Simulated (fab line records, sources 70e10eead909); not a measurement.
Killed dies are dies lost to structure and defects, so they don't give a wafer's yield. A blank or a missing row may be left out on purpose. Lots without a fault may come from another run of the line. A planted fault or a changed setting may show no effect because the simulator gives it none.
fab line records | flow nand-harc
record lots=13 | wafers=39 | last-day=33
route steps=1302 shown A_CHANNEL_FILL_D1@508 A_DECK1_JOINT@527 A_ONON_D2@562 END@1302
lots with no fault: from the same line, run without faults
start-h: hours from the record's opening day to when the first of the lot's shown wafers began | wait-h: hours elapsed since this lot's preceding step | " identical to the entry in the row above | L1.1+2: a row that stands for several wafers | - no value present, or no start provided | * or withheld: withheld | < > ~ a bound
route shown NAME@n: a module of which the file shows steps, and the number in the route of the first | usual: the fault-free wafers' mean and standard deviation | same: alike in all rows | chamber/n: place in a boat | sites: per-site readings | _std_site: how widely they spread, as a standard deviation | _edge_site: inner sites' mean taken away from outer sites' mean | radius-mm: how far each site lies from the wafer's centre | mask NAME#n: copy n | behind: the tool/chamber that last shaped the wafer | hold: cause of the lot's hold/its duration in hours/its outcome | device: names the non-switching transistor (n, p or np) | end of line: the route-end tests of the same wafers | a step given without rows: its recipe and nothing more | killed: not the wafer's yield, but the dies lost to structure and defects at the first sort | map: the dies of a wafer, with x for killed, . for not killed, _ for no die there
set.NAME: the setting as run; set.NAME@STEP: as run at that earlier step | model.NAME: the simulator's own value behind a step, which no gauge read
the route's steps for a sample of lots (tables are steps, rows are wafers)
services: a tool's chamber out of use, with start hour (start-h, from the record's first day; less than 0 if before it), hours out, and reason
## steps
# step NHARC_A_CHANNEL_FILL_D1_ETCHBACK_08
# recipe target-depth-a=2200 | time-s=110 | c4f8-flow-sccm=20 | ar-flow-sccm=withheld | rf-w=600 | bias-w=300 | chemistry=C4F8
# usual oes-product-au=0.96/0.036 | rf-vpp-V=440.7/2.5
lot.wafer | tool        | chamber | start-h | wait-h | oes-product-au | rf-hours-counter-h | rf-vpp-V
L847.4    | rie-diel-05 | 1       | -       | -      | 1.01           | 0                  | 439.8
L847.3    | "           | 2       | "       | "      | 1.01           | 0                  | 442.7
L847.2    | "           | 0       | "       | "      | 0.98           | 0                  | 440.6
L848.1    | rie-diel-05 | 0       | -       | -      | 0.94           | 0                  | 440.4
L848.5    | "           | 2       | "       | "      | 0.97           | -                  | 443.7
L848.6    | "           | 3       | "       | "      | 0.96           | -                  | 437.3
L849.4    | rie-diel-05 | 3       | -       | -      | 0.93           | 1                  | 438.1
L849.2    | "           | 0       | "       | "      | 0.91           | 0                  | 440.5
L849.3    | "           | 1       | "       | "      | 0.94           | 0                  | 439.2
L850.3    | rie-diel-04 | 2       | -       | -      | 1.03           | 8                  | 440.0
L850.5    | "           | 1       | "       | "      | 1.03           | -                  | 444.0
L850.6    | "           | 2       | "       | "      | 1.03           | -                  | 439.8
L852.3    | rie-diel-05 | 3       | -       | -      | 0.93           | 2                  | 436.2
L852.4    | "           | 0       | "       | "      | 0.91           | 2                  | 439.7
L852.5    | "           | 2       | "       | "      | 0.93           | -                  | 443.4
L853.2    | rie-diel-05 | 1       | -       | -      | 0.98           | 2                  | 441.4
L853.1    | "           | 2       | "       | "      | 0.99           | 2                  | 443.0
L853.6    | "           | 1       | "       | "      | 0.98           | -                  | 439.1
L855.3    | rie-diel-05 | 1       | -       | -      | 1.01           | 3                  | 441.3
L855.2    | "           | 3       | "       | "      | 0.99           | 4                  | 435.6
L855.6    | "           | 0       | "       | "      | 0.99           | -                  | 441.4
L857.2    | rie-diel-04 | 2       | -       | -      | 0.93           | 13                 | 441.7
L857.4    | "           | 3       | "       | "      | 0.93           | 12                 | 439.2
L857.3    | "           | 0       | "       | "      | 0.91           | 11                 | 437.8
L860.3    | rie-diel-05 | 1       | -       | -      | 0.93           | 5                  | 440.2
L860.6    | "           | 2       | "       | "      | 0.94           | -                  | 441.6
L860.5    | "           | 3       | "       | "      | 0.92           | -                  | 437.2
L863.3    | rie-diel-04 | 1       | -       | -      | 0.96           | 4                  | 442.9
L863.4    | "           | 0       | "       | "      | 0.92           | 4                  | 438.1
L863.5    | "           | 2       | "       | "      | 0.95           | -                  | 440.9
L865.3    | rie-diel-04 | 3       | -       | -      | 1.02           | 5                  | 440.0
L865.4    | "           | 0       | "       | "      | 0.99           | 5                  | 438.1
L865.1    | "           | 2       | "       | "      | 1.00           | 5                  | 441.4
L867.3    | rie-diel-04 | 2       | -       | -      | 1.00           | 6                  | 441.0
L867.1    | "           | 3       | "       | "      | 1.01           | 6                  | 440.7
L867.5    | "           | 2       | "       | "      | 0.98           | -                  | 442.6
L868.3    | rie-diel-06 | 0       | -       | -      | 0.96           | 7                  | 444.0
L868.4    | "           | 1       | "       | "      | 0.94           | 8                  | 437.7
L868.2    | "           | 2       | "       | "      | 0.92           | 10                 | 443.1
# step NHARC_A_DECK1_JOINT_CMP_13
# recipe target-thk-nm=51.023
# usual motor-current-A=12.0/1.2 | time-to-endpoint-s=10/3.3
lot.wafer | tool   | chamber | start-h | wait-h | motor-current-A | time-to-endpoint-s
L847.3    | cmp-04 | 3       | 272.39  | 0.4    | 12.0            | 5
L847.2    | "      | 0       | "       | "      | 11.9            | 7
L847.4    | "      | 1       | "       | "      | 13.8            | 6
L849.3    | cmp-02 | 2       | 282.49  | 0.4    | 11.3            | 14
L849.4    | "      | 3       | "       | "      | 10.9            | 12
L849.2    | "      | 1       | "       | "      | 13.5            | 12
L848.1    | cmp-03 | 2       | 282.56  | 0.4    | 11.7            | 6
L848.5    | "      | 3       | "       | "      | 10.6            | 15
L848.6    | "      | 0       | "       | "      | 11.3            | 15
L850.3    | cmp-02 | 1       | 300.67  | 0.4    | 13.8            | 11
L850.6    | "      | 1       | "       | "      | 14.1            | 11
L850.5    | "      | 2       | "       | "      | 10.7            | 14
L852.4    | cmp-04 | 0       | 315.11  | 0.4    | 11.5            | 7
L852.3    | "      | 1       | "       | "      | 13.2            | 7
L852.5    | "      | 3       | "       | "      | 11.7            | 7
L853.2    | cmp-04 | 2       | 336.52  | 0.5    | 13.8            | 14
L853.1    | "      | 3       | "       | "      | 11.8            | 8
L853.6    | "      | 1       | "       | "      | 13.1            | 5
L855.3    | cmp-03 | 1       | 350.88  | 0.4    | 12.5            | 15
L855.2    | "      | 2       | "       | "      | 12.4            | 5
L855.6    | "      | 3       | "       | "      | 10.5            | 12
L857.3    | cmp-03 | 0       | 365.24  | 0.4    | 11.1            | 10
L857.4    | "      | 1       | "       | "      | 11.0            | 12
L857.2    | "      | 3       | "       | "      | 10.4            | 10
L860.3    | cmp-03 | 0       | 392.31  | 0.4    | 11.3            | 11
L860.6    | "      | 3       | "       | "      | 9.9             | 9
L860.5    | "      | 0       | "       | "      | 11.4            | 13
L863.3    | cmp-04 | 1       | 434.81  | 0.4    | 12.3            | 8
L863.4    | "      | 3       | "       | "      | 12.1            | 7
L863.5    | "      | 1       | "       | "      | 12.8            | 6
L865.1    | cmp-04 | 2       | 453.65  | 0.4    | 13.9            | 11
L865.3    | "      | 3       | "       | "      | 12.2            | 8
L865.4    | "      | 0       | "       | "      | 11.0            | 8
L867.3    | cmp-04 | 0       | 468.11  | 0.4    | 10.9            | 10
L867.1    | "      | 1       | "       | "      | 12.7            | 7
L867.5    | "      | 3       | "       | "      | 12.0            | 11
L868.3    | cmp-04 | 3       | 477.49  | 0.4    | 12.4            | 8
L868.4    | "      | 1       | "       | "      | 12.1            | 7
L868.2    | "      | 2       | "       | "      | 13.5            | 12
# step NHARC_A_ONON_D2_DEP_25
# recipe target-thk-a=10000 | n2-flow-sccm=2750 | n2o-flow-sccm=2000 | nh3-flow-sccm=500 | sih4-flow-sccm=210 | temp-c=400
lot.wafer  | tool          | chamber | start-h | wait-h
L847.2+3+4 | pecvd-onon-03 | 0       | 309.09  | 0.1
L848.1+5+6 | pecvd-onon-02 | 0       | 323.49  | 0.1
L849.2+3+4 | pecvd-onon-03 | 0       | 323.83  | 0.1
L850.3+5+6 | pecvd-onon-04 | 0       | 345.64  | 0.2
L852.3+4+5 | pecvd-onon-02 | 0       | 357.95  | 0.2
L853.1+2+6 | pecvd-onon-03 | 0       | 370.19  | 0.1
L855.2+3+6 | pecvd-onon-02 | 0       | 388.00  | 0.1
L857.2+3+4 | pecvd-onon-02 | 0       | 403.28  | 0.1
L860.3+5+6 | pecvd-onon-03 | 0       | 426.81  | 0.2
L863.3+4+5 | pecvd-onon-02 | 0       | 470.09  | 0.2
L865.1+3+4 | pecvd-onon-02 | 0       | 492.28  | 0.1
L867.1+3+5 | pecvd-onon-02 | 0       | 507.28  | 0.1
L868.2+3+4 | pecvd-onon-03 | 0       | 520.37  | 0.1
# step NHARC_A_ONON_D2_THK_MEAS_27
# recipe thk-meas-gauge=ellipsometry
# usual thk-nm=997/11
lot.wafer | tool          | chamber | start-h | wait-h | thk-nm
L847.2    | film-metro-02 | -       | 309.54  | -      | 993
L847.3    | "             | -       | "       | "      | 994
L847.4    | "             | -       | "       | "      | 993
L848.1    | film-metro-01 | -       | 324.00  | -      | 985
L848.5    | "             | -       | "       | "      | 985
L848.6    | "             | -       | "       | "      | 986
L849.2    | film-metro-01 | -       | 324.28  | -      | 992
L849.3    | "             | -       | "       | "      | 994
L849.4    | "             | -       | "       | "      | 992
L850.3    | film-metro-01 | -       | 346.04  | -      | 1007
L850.5    | "             | -       | "       | "      | 1006
L850.6    | "             | -       | "       | "      | 1006
L852.3    | film-metro-01 | -       | 358.35  | -      | 984
L852.4    | "             | -       | "       | "      | 985
L852.5    | "             | -       | "       | "      | 986
L853.1    | film-metro-02 | -       | 370.70  | -      | 997
L853.2    | "             | -       | "       | "      | 993
L853.6    | "             | -       | "       | "      | 996
L855.2    | film-metro-02 | -       | 388.46  | -      | 1170
L855.3    | "             | -       | "       | "      | 1169
L855.6    | "             | -       | "       | "      | 1169
L857.2    | film-metro-01 | -       | 403.73  | -      | 1170
L857.3    | "             | -       | "       | "      | 1171
L857.4    | "             | -       | "       | "      | 1170
L860.3    | film-metro-01 | -       | 427.21  | -      | 1008
L860.5    | "             | -       | "       | "      | 1007
L860.6    | "             | -       | "       | "      | 1008
L863.3    | film-metro-02 | -       | 470.49  | -      | 1003
L863.4    | "             | -       | "       | "      | 1004
L863.5    | "             | -       | "       | "      | 1005
L865.1    | film-metro-01 | -       | 492.79  | -      | 1012
L865.3    | "             | -       | "       | "      | 1013
L865.4    | "             | -       | "       | "      | 1013
L867.1    | film-metro-01 | -       | 507.79  | -      | 995
L867.3    | "             | -       | "       | "      | 996
L867.5    | "             | -       | "       | "      | 994
L868.2    | film-metro-02 | -       | 520.82  | -      | 997
L868.3    | "             | -       | "       | "      | 995
L868.4    | "             | -       | "       | "      | 997
# step NHARC_A_ONON_D2_INSPECT_32
# usual raw-defect-count=400/190
lot.wafer | tool              | chamber | start-h | wait-h | raw-defect-count
L847.2    | defect-inspect-02 | -       | 310.65  | 0.0    | 339
L847.3    | "                 | -       | "       | "      | 309
L847.4    | "                 | -       | "       | "      | 343
L848.1    | defect-inspect-01 | -       | 325.09  | 0.0    | 411
L848.5    | "                 | -       | "       | "      | 349
L848.6    | "                 | -       | "       | "      | 422
L849.2    | defect-inspect-01 | -       | 325.38  | 0.0    | 324
L849.3    | "                 | -       | "       | "      | 311
L849.4    | "                 | -       | "       | "      | 364
L850.3    | defect-inspect-01 | -       | 347.16  | 0.0    | 1200
L850.5    | "                 | -       | "       | "      | 1278
L850.6    | "                 | -       | "       | "      | 1264
L852.3    | defect-inspect-02 | -       | 359.45  | 0.0    | 344
L852.4    | "                 | -       | "       | "      | 299
L852.5    | "                 | -       | "       | "      | 361
L853.1    | defect-inspect-01 | -       | 371.80  | 0.0    | 536
L853.2    | "                 | -       | "       | "      | 574
L853.6    | "                 | -       | "       | "      | 448
L855.2    | defect-inspect-01 | -       | 389.69  | 0.0    | 308
L855.3    | "                 | -       | "       | "      | 342
L855.6    | "                 | -       | "       | "      | 300
L857.2    | defect-inspect-01 | -       | 404.84  | 0.0    | 671
L857.3    | "                 | -       | "       | "      | 304
L857.4    | "                 | -       | "       | "      | 300
L860.3    | defect-inspect-01 | -       | 428.32  | 0.0    | 461
L860.5    | "                 | -       | "       | "      | 747
L860.6    | "                 | -       | "       | "      | 383
L863.3    | defect-inspect-01 | -       | 471.59  | 0.0    | 440
L863.4    | "                 | -       | "       | "      | 279
L863.5    | "                 | -       | "       | "      | 248
L865.1    | defect-inspect-02 | -       | 494.29  | 0.0    | 586
L865.3    | "                 | -       | "       | "      | 510
L865.4    | "                 | -       | "       | "      | 444
L867.1    | defect-inspect-02 | -       | 508.91  | 0.0    | 399
L867.3    | "                 | -       | "       | "      | 222
L867.5    | "                 | -       | "       | "      | 339
L868.2    | defect-inspect-01 | -       | 521.95  | 0.0    | 422
L868.3    | "                 | -       | "       | "      | 580
L868.4    | "                 | -       | "       | "      | 480
# step NHARC_END_SORT_01
# recipe temp-c=25
# usual killed-at-array=55/22 | killed-at-other=0.9/1.2 | killed-at-periphery=3.6/2.3 | killed-dies=60/22 | killed-open=3.2/1.9 | killed-short=2.5/1.6
# same gross-dies=677
lot.wafer | tool      | chamber | start-h | wait-h | killed-at-array | killed-at-other | killed-at-periphery | killed-dies | killed-open | killed-short
L853.1    | prober-01 | 0       | 639.96  | 2.5    | 57              | 1               | 5                   | 63          | 4           | 3
L853.2    | prober-01 | 0       | 640.76  | 2.8    | 47              | 3               | 3                   | 53          | 3           | 4
L853.6    | prober-01 | 0       | 643.93  | 4.0    | 47              | 0               | 1                   | 48          | 5           | 3
L860.3    | prober-02 | 0       | 704.86  | 3.1    | 66              | 1               | 8                   | 75          | 3           | 2
L860.5    | prober-02 | 0       | 706.46  | 3.7    | 81              | 0               | 7                   | 88          | 2           | 0
L860.6    | prober-02 | 0       | 707.26  | 4.0    | 71              | 0               | 7                   | 78          | 2           | 3
# killed by level:class
L853.1 A_SLIT:chamber-film-flake=36 A_CONTACT:chamber-film-flake=5 A_CHANNEL_HOLE_D2:chamber-film-flake=4 P_M0:geometric-particle:open=2 A_CHANNEL_FILL_D2:geometric-particle:short=2 A_ZERO_WELL:chamber-film-flake=2 A_CHANNEL_HOLE_D1:chamber-film-flake=2 A_WL_FILL:chamber-film-flake=2
L853.2 A_SLIT:chamber-film-flake=18 A_CHANNEL_HOLE_D2:chamber-film-flake=13 A_ZERO_WELL:chamber-film-flake=5 A_CONTACT:chamber-film-flake=3 P_CONTACT:geometric-particle:short=2 A_CHANNEL_HOLE_D1:chamber-film-flake=2 THIN_TSV:chamber-film-flake=2 A_CHANNEL_HOLE_D1:geometric-particle:short=1
L853.6 A_SLIT:chamber-film-flake=16 A_CHANNEL_HOLE_D2:chamber-film-flake=14 A_CHANNEL_HOLE_D1:chamber-film-flake=3 A_CHANNEL_HOLE_D2:geometric-particle:open=2 A_DECK1_JOINT:chamber-film-flake=2 A_CONTACT:chamber-film-flake=2 A_BONDPAD:chamber-film-flake=2 P_CONTACT:geometric-particle:short=1
L860.3 A_CHANNEL_HOLE_D1:chamber-film-flake=36 A_SLIT:chamber-film-flake=19 P_CONTACT:chamber-film-flake=5 A_CONTACT:chamber-film-flake=3 A_DECK1_JOINT:chamber-film-flake=2 A_STAIRCASE:chamber-film-flake=2 P_GATE:geometric-particle:open=1 P_CONTACT:geometric-particle:open=1
L860.5 A_SLIT:chamber-film-flake=33 A_CHANNEL_HOLE_D1:chamber-film-flake=29 A_CONTACT:chamber-film-flake=7 A_STAIRCASE:chamber-film-flake=4 P_STI:chamber-film-flake=3 A_DECK1_JOINT:chamber-film-flake=3 A_CHANNEL_FILL_D2:chamber-film-flake=3 P_CONTACT:chamber-film-flake=2
L860.6 A_CHANNEL_HOLE_D1:chamber-film-flake=31 A_SLIT:chamber-film-flake=20 A_CONTACT:chamber-film-flake=7 A_STAIRCASE:chamber-film-flake=5 P_CONTACT:chamber-film-flake=4 A_DECK1_JOINT:chamber-film-flake=3 P_GATE:geometric-particle:open=1 A_SOURCE_PLATE:geometric-particle:short=1
## services
tool          | chamber | start-h | hours | kind
cmp-02        | -       | 232.50  | 4.0   | pm
cmp-02        | -       | 237.15  | 0.2   | repair
cmp-03        | -       | 260.10  | 4.0   | pm
cmp-02        | -       | 270.37  | 1.6   | repair
cmp-04        | -       | 274.67  | 0.5   | repair
rie-diel-05   | 1       | 288.55  | 9.2   | repair
cmp-04        | -       | 307.07  | 4.0   | pm
cmp-04        | -       | 312.35  | 0.5   | repair
cmp-02        | -       | 330.50  | 4.0   | pm
cmp-03        | -       | 335.13  | 3.9   | repair
cmp-04        | -       | 348.66  | 2.5   | repair
rie-diel-04   | -       | 354.90  | 9.0   | pm
cmp-03        | -       | 358.10  | 4.0   | pm
pecvd-onon-02 | -       | 366.00  | 13.0  | pm
cmp-03        | -       | 404.12  | 0.3   | repair
cmp-04        | -       | 405.07  | 4.0   | pm
rie-diel-05   | -       | 406.73  | 9.0   | pm
pecvd-onon-03 | -       | 408.00  | 13.0  | pm
rie-diel-04   | 1       | 446.90  | 18.0  | repair
cmp-03        | -       | 456.14  | 4.0   | pm
cmp-03        | -       | 482.86  | 2.9   | repair
cmp-04        | -       | 503.07  | 4.0   | pm
rie-diel-05   | 3       | 508.87  | 6.4   | repair
rie-diel-04   | 0       | 515.16  | 2.3   | repair
## key
first-sign step=NHARC_A_ONON_D2_THK_MEAS_27 | reading=thk-nm | direction=up | sigmas=16 | usual=997 | struck=1170
effect none on later readings
met-at NHARC_A_ONON_D2_DEP_25
struck-lots L855,L857
tester-left-out L855,L857
not-acting-at NHARC_A_CHANNEL_FILL_D1_ETCHBACK_08,NHARC_A_DECK1_JOINT_CMP_13,NHARC_A_ONON_D2_INSPECT_32
onset-between 357.95 388.00
fault kind=process-parameter-drift | tool=pecvd-onon-02 | chamber=- | onset-h=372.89 | steps=NHARC_A_ONON_D2_DEP_25 | channel=target-thk-a | offset=* | shape=step | end-h=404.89 | acts-in=* | stated=*
# tester-left-out: of these lots the tester's yield and bins aren't shown, on N5 and GAA mostly nor the transistor test; their killed dies are dies lost to structure and defects alone, not to doping, threshold or leakage, so they don't give the yield
